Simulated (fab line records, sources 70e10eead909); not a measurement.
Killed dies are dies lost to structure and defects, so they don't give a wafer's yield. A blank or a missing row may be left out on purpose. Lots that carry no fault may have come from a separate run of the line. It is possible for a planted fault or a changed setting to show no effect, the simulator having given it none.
Which tool was responsible? -- flow nand_harc -- 24 lots, 72 wafers sampled, at 6 steps of a route of 1302

WHAT THE GAUGES SHOWED, per wafer
The record holds no reading of a measuring or inspecting step that can be judged against a usual standard deviation.

EACH LOT AND THE TOOL THAT RAN IT (in order: tool; ch and the chambers of the sampled wafers; start)
lot,NHARC_P_GATE_STRIP_111,NHARC_P_GATE_DEGAS_109,NHARC_P_GATE_RTA_80,NHARC_P_CONTACT_DEGAS_38,NHARC_P_M0_PVD_20,NHARC_P_M1_PVD_20
L074,"plasma_asher-02 ch 0,1, day 5 14:04","pvd_sputter-02, day 5 19:09","rtp_anneal-01 ch 0, day 5 19:26","pvd_sputter-02, day 5 23:21","pvd_sputter-03, no start","pvd_sputter-02, no start"
L075,"plasma_asher-02 ch 0,1, day 6 04:47","pvd_sputter-02, day 6 09:34","rtp_anneal-01 ch 0, day 6 09:52","pvd_sputter-02, day 6 13:46","pvd_sputter-01, no start","pvd_sputter-02, no start"
L076,"plasma_asher-02 ch 0,1, day 6 07:15","pvd_sputter-03, day 6 12:16","rtp_anneal-02 ch 0, day 6 12:34","pvd_sputter-01, day 6 16:29","pvd_sputter-03, no start","pvd_sputter-01, no start"
L077,"plasma_asher-01 ch 0,1, day 6 17:36","pvd_sputter-02, day 6 22:44","rtp_anneal-02 ch 0, day 6 23:04","pvd_sputter-02, day 7 03:05","pvd_sputter-01, no start","pvd_sputter-01, no start"
L078,"plasma_asher-01 ch 0,1, day 7 08:29","pvd_sputter-02, day 7 13:25","rtp_anneal-02 ch 0, day 7 13:43","pvd_sputter-01, day 7 17:48","pvd_sputter-01, day 8 02:02 or earlier","pvd_sputter-02, day 8 02:02"
L079,"plasma_asher-02 ch 1, day 7 13:41","pvd_sputter-02, day 7 18:34","rtp_anneal-02 ch 0, day 7 18:53","pvd_sputter-02, day 7 22:52","pvd_sputter-01, no start","pvd_sputter-02, no start"
L080,"plasma_asher-02 ch 0,1, day 8 01:15","pvd_sputter-01, day 8 06:26","rtp_anneal-01 ch 0, day 8 06:43","pvd_sputter-02, day 8 10:45","pvd_sputter-03, no start","pvd_sputter-03, no start"
L081,"plasma_asher-01 ch 1, day 8 09:02","pvd_sputter-01, day 8 14:14","rtp_anneal-01 ch 0, day 8 14:32","pvd_sputter-01, day 8 18:37","pvd_sputter-03, no start","pvd_sputter-01, no start"
L082,"plasma_asher-02 ch 0,1, day 8 23:43","pvd_sputter-02, day 9 04:34","rtp_anneal-02 ch 0, day 9 04:55","pvd_sputter-01, day 9 09:01","pvd_sputter-01, no start","pvd_sputter-02, no start"
L083,"plasma_asher-02 ch 0,1, day 9 08:14","pvd_sputter-03, day 9 12:58","rtp_anneal-01 ch 0, day 9 13:19","pvd_sputter-01, day 9 17:17","pvd_sputter-02, no start","pvd_sputter-03, no start"
L084,"plasma_asher-02 ch 0, day 9 21:41","pvd_sputter-01, day 10 02:35","rtp_anneal-01 ch 0, day 10 02:53","pvd_sputter-02, day 10 07:02","pvd_sputter-03, no start","pvd_sputter-02, no start"
L085,"plasma_asher-01 ch 0,1, day 10 03:46","pvd_sputter-01, day 10 08:40","rtp_anneal-01 ch 0, day 10 08:59","pvd_sputter-03, day 10 13:07","pvd_sputter-02, no start","pvd_sputter-03, no start"
L086,"plasma_asher-02 ch 0,1, day 10 16:34","pvd_sputter-02, day 10 21:31","rtp_anneal-02 ch 0, day 10 21:49","pvd_sputter-03, day 11 01:51","pvd_sputter-01, no start","pvd_sputter-02, no start"
L087,"plasma_asher-02 ch 0,1, day 10 20:16","pvd_sputter-02, day 11 01:14","rtp_anneal-01 ch 0, day 11 01:31","pvd_sputter-02, day 11 05:34","pvd_sputter-01, no start","pvd_sputter-02, no start"
L089,"plasma_asher-01 ch 0,1, day 11 18:08","pvd_sputter-02, day 11 22:54","rtp_anneal-01 ch 0, day 11 23:13","pvd_sputter-02, day 12 03:14","pvd_sputter-01, no start","pvd_sputter-03, no start"
L088,"plasma_asher-01 ch 0,1, day 11 21:02","pvd_sputter-03, day 12 02:02","rtp_anneal-01 ch 0, day 12 02:21","pvd_sputter-02, day 12 06:22","pvd_sputter-02, no start","pvd_sputter-02, no start"
L090,"plasma_asher-02 ch 1, day 12 07:27","pvd_sputter-01, day 12 12:23","rtp_anneal-01 ch 0, day 12 12:43","pvd_sputter-03, day 12 16:36","pvd_sputter-03, no start","pvd_sputter-01, no start"
L091,"plasma_asher-01 ch 0,1, day 12 12:25","pvd_sputter-02, day 12 17:13","rtp_anneal-02 ch 0, day 12 17:32","pvd_sputter-01, day 12 21:33","pvd_sputter-01, no start","pvd_sputter-03, no start"
L092,"plasma_asher-02 ch 0, day 13 00:36","pvd_sputter-02, day 13 05:32","rtp_anneal-01 ch 0, day 13 05:51","pvd_sputter-01, day 13 09:52","pvd_sputter-02, no start","pvd_sputter-02, no start"
L093,"plasma_asher-01 ch 0,1, day 13 11:38","pvd_sputter-01, day 13 16:35","rtp_anneal-02 ch 0, day 13 16:53","pvd_sputter-02, day 13 20:55","pvd_sputter-03, no start","pvd_sputter-03, no start"
L094,"plasma_asher-01 ch 0,1, day 13 17:55","pvd_sputter-03, day 13 22:59","rtp_anneal-01 ch 0, day 13 23:17","pvd_sputter-01, day 14 03:26","pvd_sputter-02, no start","pvd_sputter-01, no start"
L095,"plasma_asher-01 ch 0,1, day 14 06:36","pvd_sputter-03, day 14 11:38","rtp_anneal-01 ch 0, day 14 11:56","pvd_sputter-02, day 14 16:28","pvd_sputter-01, no start","pvd_sputter-02, no start"
L096,"plasma_asher-01 ch 0,1, day 14 16:25","pvd_sputter-01, day 14 21:35","rtp_anneal-02 ch 0, day 14 21:53","pvd_sputter-03, day 15 02:11","pvd_sputter-02, no start","pvd_sputter-02, no start"
L097,"plasma_asher-02 ch 0, day 14 23:50","pvd_sputter-01, day 15 05:05","rtp_anneal-02 ch 0, day 15 05:22","pvd_sputter-03, day 15 09:26","pvd_sputter-02, no start","pvd_sputter-02, no start"
- NHARC_P_GATE_STRIP_111: strips in N2/H2, time 250 s.
- NHARC_P_GATE_DEGAS_109: time 60 s.
- NHARC_P_GATE_RTA_80: time 30 s.
- NHARC_P_CONTACT_DEGAS_38: time 60 s.
- NHARC_P_M0_PVD_20: deposits TaN, target thk 5 nm, time 8.06 s.
- NHARC_P_M1_PVD_20: deposits TaN, target thk 5 nm, time 8.06 s.

WHAT THE TOOLS THEMSELVES READ (means of the sampled wafers that have a number; where no wafer has one, the mark that the record gives instead)
NHARC_P_GATE_STRIP_111.
lot,tool,drypump_motor_current_A (A),heater_power_w (W)
L074,plasma_asher-02,5.09,88
L075,plasma_asher-02,4.97,90
L076,plasma_asher-02,5.00,91
L077,plasma_asher-01,5.39,100
L078,plasma_asher-01,5.21,96
L079,plasma_asher-02,4.85,93
L080,plasma_asher-02,5.08,88
L081,plasma_asher-01,5.57,103
L082,plasma_asher-02,4.98,90
L083,plasma_asher-02,4.99,90
L084,plasma_asher-02,5.21,86
L085,plasma_asher-01,5.38,99
L086,plasma_asher-02,5.09,88
L087,plasma_asher-02,5.00,91
L089,plasma_asher-01,5.39,100
L088,plasma_asher-01,5.20,94
L090,plasma_asher-02,4.87,94
L091,plasma_asher-01,5.39,99
L092,plasma_asher-02,5.20,84
L093,plasma_asher-01,5.21,95
L094,plasma_asher-01,5.22,91
L095,plasma_asher-01,5.39,99
L096,plasma_asher-01,5.21,94
L097,plasma_asher-02,5.19,84

NHARC_P_GATE_DEGAS_109.
lot,tool,heater_power_w (W)
L074,pvd_sputter-02,519
L075,pvd_sputter-02,491
L076,pvd_sputter-03,497
L077,pvd_sputter-02,446
L078,pvd_sputter-02,431
L079,pvd_sputter-02,498
L080,pvd_sputter-01,501
L081,pvd_sputter-01,481
L082,pvd_sputter-02,492
L083,pvd_sputter-03,493
L084,pvd_sputter-01,471
L085,pvd_sputter-01,490
L086,pvd_sputter-02,504
L087,pvd_sputter-02,497
L089,pvd_sputter-02,446
L088,pvd_sputter-03,525
L090,pvd_sputter-01,474
L091,pvd_sputter-02,514
L092,pvd_sputter-02,427
L093,pvd_sputter-01,480
L094,pvd_sputter-03,480
L095,pvd_sputter-03,538
L096,pvd_sputter-01,476
L097,pvd_sputter-01,478

NHARC_P_GATE_RTA_80.
lot,tool,anneal_temp_c_max,wafer_temp_C_max
L074,rtp_anneal-01,300.76,301.9
L075,rtp_anneal-01,300.89,301.5
L076,rtp_anneal-02,300.58,301.0
L077,rtp_anneal-02,300.75,300.9
L078,rtp_anneal-02,300.43,300.9
L079,rtp_anneal-02,301.10,301.0
L080,rtp_anneal-01,300.63,301.7
L081,rtp_anneal-01,300.69,301.8
L082,rtp_anneal-02,300.60,301.1
L083,rtp_anneal-01,300.88,301.6
L084,rtp_anneal-01,300.91,301.8
L085,rtp_anneal-01,300.71,301.2
L086,rtp_anneal-02,300.61,300.7
L087,rtp_anneal-01,301.04,301.6
L089,rtp_anneal-01,300.75,301.7
L088,rtp_anneal-01,300.59,302.2
L090,rtp_anneal-01,300.73,301.6
L091,rtp_anneal-02,300.53,300.9
L092,rtp_anneal-01,300.72,301.6
L093,rtp_anneal-02,300.88,301.1
L094,rtp_anneal-01,300.77,301.4
L095,rtp_anneal-01,300.59,301.3
L096,rtp_anneal-02,300.78,301.1
L097,rtp_anneal-02,300.78,301.2

NHARC_P_CONTACT_DEGAS_38.
lot,tool,heater_power_w (W)
L074,pvd_sputter-02,518
L075,pvd_sputter-02,471
L076,pvd_sputter-01,474
L077,pvd_sputter-02,514
L078,pvd_sputter-01,459
L079,pvd_sputter-02,547
L080,pvd_sputter-02,484
L081,pvd_sputter-01,494
L082,pvd_sputter-01,464
L083,pvd_sputter-01,480
L084,pvd_sputter-02,516
L085,pvd_sputter-03,487
L086,pvd_sputter-03,495
L087,pvd_sputter-02,514
L089,pvd_sputter-02,475
L088,pvd_sputter-02,563
L090,pvd_sputter-03,518
L091,pvd_sputter-01,455
L092,pvd_sputter-01,450
L093,pvd_sputter-02,492
L094,pvd_sputter-01,474
L095,pvd_sputter-02,445
L096,pvd_sputter-03,480
L097,pvd_sputter-03,497

NHARC_P_M0_PVD_20.
lot,tool,throttle_valve_pct (%)
L074,pvd_sputter-03,30.4
L075,pvd_sputter-01,30.6
L076,pvd_sputter-03,30.4
L077,pvd_sputter-01,31.0
L078,pvd_sputter-01,29.3
L079,pvd_sputter-01,28.8
L080,pvd_sputter-03,30.2
L081,pvd_sputter-03,30.5
L082,pvd_sputter-01,29.7
L083,pvd_sputter-02,30.9
L084,pvd_sputter-03,30.3
L085,pvd_sputter-02,30.1
L086,pvd_sputter-01,29.3
L087,pvd_sputter-01,29.6
L089,pvd_sputter-01,29.5
L088,pvd_sputter-02,29.8
L090,pvd_sputter-03,30.2
L091,pvd_sputter-01,29.3
L092,pvd_sputter-02,30.7
L093,pvd_sputter-03,30.4
L094,pvd_sputter-02,30.7
L095,pvd_sputter-01,29.5
L096,pvd_sputter-02,31.0
L097,pvd_sputter-02,30.0

NHARC_P_M1_PVD_20.
lot,tool,throttle_valve_pct (%)
L074,pvd_sputter-02,30.3
L075,pvd_sputter-02,30.9
L076,pvd_sputter-01,29.2
L077,pvd_sputter-01,29.5
L078,pvd_sputter-02,30.8
L079,pvd_sputter-02,30.3
L080,pvd_sputter-03,30.1
L081,pvd_sputter-01,30.2
L082,pvd_sputter-02,29.8
L083,pvd_sputter-03,30.0
L084,pvd_sputter-02,29.8
L085,pvd_sputter-03,30.5
L086,pvd_sputter-02,30.2
L087,pvd_sputter-02,30.2
L089,pvd_sputter-03,29.9
L088,pvd_sputter-02,31.0
L090,pvd_sputter-01,29.4
L091,pvd_sputter-03,30.3
L092,pvd_sputter-02,31.0
L093,pvd_sputter-03,30.1
L094,pvd_sputter-01,29.2
L095,pvd_sputter-02,30.4
L096,pvd_sputter-02,31.0
L097,pvd_sputter-02,30.0

THE ANSWER, worked out from the rows above alone
Rule: the lots themselves supply what counts as usual. The widest of any qualifying gaps counts: lots, ordered by their means at a reading, are off when they make up no more than a third of the lots, leave a main group of 4 or more, and stand apart from it by 3 or more times the standard deviation of that group's means. The tables above print the reading to a certain number of digits; a main group whose means all agree to those digits is not used. Also off: a lot with no number at a reading for which 4 or more lots have one. All remaining lots with rows at the step are treated as sound. Order of review: gauges by route order, followed by the tools' own readings, for which a lot's mean as printed above is used. At the first step where some lot is off, the reading lying furthest off is the one used; lots without a number count as furthest.
No lot is off on any of the readings shown, so nothing can be concluded from this.

WHAT THE SIMULATOR HAD PUT IN
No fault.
